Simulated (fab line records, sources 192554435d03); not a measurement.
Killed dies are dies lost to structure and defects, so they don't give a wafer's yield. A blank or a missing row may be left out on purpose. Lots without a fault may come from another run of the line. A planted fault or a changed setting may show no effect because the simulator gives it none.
Split-lot experiment | flow n5_finfet | 7 lots, 39 wafers read, on a route of 1938 steps

THE SPLIT
At N5_BEOL_M8_DESCUM_16 (chemistry O2, time 7.9 s), the setting time_s was moved away from the recipe's 7.9 s on 15 of the 39 wafers read, by -56.1% to +56.1%. The other wafers ran this setting at the recipe's value.

The file shows no step between the split and the reading.

THE READING
CAR-ArF_of_BEOL_M8_COAT_05.thk_nm (the simulator's own value, which no gauge read), in nm, at N5_BEOL_M8_ETCH_61 (etches SiARC in CF4, target depth 45.5 nm, time 75.8 s). The file gives no usual value for it. The 24 wafers here that ran the recipe average 50.8 nm, standard deviation 0.2 nm.

wafer  | tool, chamber at the split | time_s as run, s | against the recipe | CAR-ArF_of_BEOL_M8_COAT_05.thk_nm, nm | against lot-mates on the recipe
L074.1 | rie_diel-02, 3             | 7.9              | recipe             | 50.6                                  | -
L074.2 | rie_diel-02, 2,0           | 3.466            | -56.1%             | 53.6                                  | +2.9
L074.3 | rie_diel-02, 2,0           | 3.466            | -56.1%             | 53.6                                  | +2.9
L074.4 | rie_diel-02, 1             | 3.466            | -56.1%             | 53.6                                  | +2.9
L074.5 | rie_diel-02, 1             | 7.9              | recipe             | 50.8                                  | -
L074.6 | rie_diel-02, 2             | 7.9              | recipe             | 50.8                                  | -
L082.1 | rie_diel-06, 3,0           | 7.9              | recipe             | 50.8                                  | -
L082.2 | rie_diel-06, 2             | 9.614            | +21.7%             | 50.2                                  | -0.7
L082.3 | rie_diel-06, 0,2           | 9.614            | +21.7%             | 50                                    | -0.9
L082.4 | rie_diel-06, 0,2           | 9.614            | +21.7%             | 50                                    | -0.9
L082.5 | rie_diel-06, 3             | 7.9              | recipe             | 51                                    | -
L082.6 | rie_diel-06, 3,0           | 7.9              | recipe             | 51                                    | -
L086.1 | rie_diel-05, 1,2,1,0       | 7.9              | recipe             | 51                                    | -
L086.2 | rie_diel-05, 3             | 7.9              | recipe             | 50.8                                  | -
L086.4 | rie_diel-05, 1,2,1,0       | 7.9              | recipe             | 50.8                                  | -
L086.5 | rie_diel-05, 1,2,1,0       | 7.9              | recipe             | 50.8                                  | -
L086.6 | rie_diel-05, 1,2,1,0       | 7.9              | recipe             | 50.8                                  | -
L086.3 | rie_diel-05, 0             | 7.9              | recipe             | 51.2                                  | -
L090.1 | rie_diel-05, 0             | 7.9              | recipe             | 50.6                                  | -
L090.2 | rie_diel-05, 1             | 3.802            | -51.9%             | 53.2                                  | +2.5
L090.3 | rie_diel-05, 3             | 3.802            | -51.9%             | 53.4                                  | +2.7
L090.4 | rie_diel-05, 2             | 3.802            | -51.9%             | 53.6                                  | +2.9
L090.5 | rie_diel-05, 1,2           | 7.9              | recipe             | 50.8                                  | -
L090.6 | rie_diel-05, 1,2           | 7.9              | recipe             | 50.8                                  | -
L089.1 | rie_diel-05, 1,3           | 7.9              | recipe             | 50.8                                  | -
L089.5 | rie_diel-05, 1,3           | 7.9              | recipe             | 50.8                                  | -
L089.2 | rie_diel-05, 2             | 12.33            | +56.1%             | 48                                    | -2.7
L089.6 | rie_diel-05, 0             | 12.33            | +56.1%             | 48                                    | -2.7
L089.3 | rie_diel-05, 0             | 7.9              | recipe             | 50.6                                  | -
L089.4 | rie_diel-05, 3             | 12.33            | +56.1%             | 47.8                                  | -2.9
L092.1 | rie_diel-02, 3             | 7.9              | recipe             | 50.4                                  | -
L092.6 | rie_diel-02, 3             | 7.9              | recipe             | 50.4                                  | -
L092.2 | rie_diel-02, 2,0           | 6.498            | -17.7%             | 51.8                                  | +1.3
L092.4 | rie_diel-02, 2,0           | 6.498            | -17.7%             | 51.8                                  | +1.3
L092.3 | rie_diel-02, 1             | 7.9              | recipe             | 50.6                                  | -
L092.5 | rie_diel-02, 0             | 6.498            | -17.7%             | 51.4                                  | +0.9
L097.2 | rie_diel-06, 2             | 7.9              | recipe             | 50.8                                  | -
L097.3 | rie_diel-06, 1             | 7.9              | recipe             | 50.8                                  | -
L097.6 | rie_diel-06, 3             | 7.9              | recipe             | 51.2                                  | -
Where a row lists several chambers, the file gives one row for several wafers and doesn't say which wafer went through which chamber.

THE FIT
A straight line over all 39 wafers: CAR-ArF_of_BEOL_M8_COAT_05.thk_nm changes by -0.0495 nm for each +1% of time_s; r = -0.99; the points scatter about the line by 0.2 nm.
The same after taking each lot's own level away (the mean of its wafers on the recipe; 39 wafers): -0.0506 nm for each +1%; r = -0.99; scatter 0.16 nm.
On that fit, the largest move of time_s shifts the reading by 2.8 nm.
The lots' own levels span 50.47 to 50.93 nm, that is 2.4 times the standard deviation above.
So the lot-to-lot level changes the slope little: the two slopes agree.
Check: with one of the wafers moved furthest among these (-56.1%) left out of the fit, the line predicts +2.89 nm for it against its lot-mates. It came out at +2.87 nm against them.

OTHER SPLITS ON THESE WAFERS
These wafers also went through other splits before the reading. Each is held against what the fit with the lots' levels taken away leaves over:
other split on the same wafers           | wafers away from the commonest value | r with CAR-ArF_of_BEOL_M8_COAT_05.thk_nm (lot level and that fit taken away)
N5_BEOL_M2_TRENCH_ETCH_37 target_depth_a | 12                                   | +0.11
N5_BEOL_M5_HM_DEP_02 target_thk_a        | 18                                   | +0.05
N5_BEOL_M6_CVD_78 target_thk_a           | 12                                   | -0.17

THE WHOLE CHAIN: every reading that the file lists as answering this split, in the file's order
step                 | what it does                                           | reading                                                                            | change (the file's fit)                | r (the file's)
N5_BEOL_M8_DESCUM_16 | chemistry O2, time 7.9 s                               | CAR-ArF_of_BEOL_M8_COAT_05.thk_nm (the simulator's own value, which no gauge read) | -0.0488 nm for each +1% of the setting | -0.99
N5_BEOL_M8_ETCH_61   | etches SiARC in CF4, target depth 45.5 nm, time 75.8 s | CAR-ArF_of_BEOL_M8_COAT_05.thk_nm (the simulator's own value, which no gauge read) | -0.0508 nm for each +1% of the setting | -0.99

THE FILE'S OWN FIT
CAR-ArF_of_BEOL_M8_COAT_05.thk_nm changes by -0.0508 nm for each +1% of time_s, r = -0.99.
